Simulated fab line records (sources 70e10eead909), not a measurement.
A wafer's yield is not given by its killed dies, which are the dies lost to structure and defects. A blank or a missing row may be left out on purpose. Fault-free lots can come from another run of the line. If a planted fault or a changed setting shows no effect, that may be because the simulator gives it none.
Matching of chambers	flow nand-harc	3 sister chambers for NHARC_P_BONDPAD_DEP_00 on pecvd-03
The step deposits SiCN, target thk 250 nm. 3 wafers are shown with their chamber, then 9 later ones without.

WAFERS, EACH WITH ITS CHAMBER
wafer	chamber	heater-power-w (W)
L088.5	2	459
L090.3	0	536
L090.6	1	602

WAFERS MISSING THEIR CHAMBER
wafer	heater-power-w (W)
L089.1	535
L089.4	622
L089.5	445
L095.1	496
L095.5	505
L095.6	606
L096.1	568
L096.3	496
L096.5	626

WHICH CHAMBER EACH ONE RAN IN
wafer	from the rows above	in truth
L089.1	0	0
L089.4	1	1
L089.5	2	2
L095.1	can't be placed: 2 or 0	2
L095.5	can't be placed: 0 or 2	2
L095.6	1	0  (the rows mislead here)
L096.1	can't be placed: 0 or 1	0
L096.3	can't be placed: 2 or 0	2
L096.5	1	1
Placed correctly: 4 of 9. Unplaceable from these rows: 4, with the true chamber sitting among the candidates in 4. Placed wrongly: 1.
How it was worked out, from the rows above alone: a wafer's distance from a chamber is the root of the sum, over the readings, of the square of ((its reading less the chamber's mean) divided by the reading's scatter). The wafer belongs to the nearest chamber; if the next one is less than 2 further off, it can't be placed. Each chamber's mean is taken over the wafers shown for it. The scatter (one wafer shown for each chamber): square how far every hidden wafer sits from the nearest shown wafer, average those squares and take the square root.
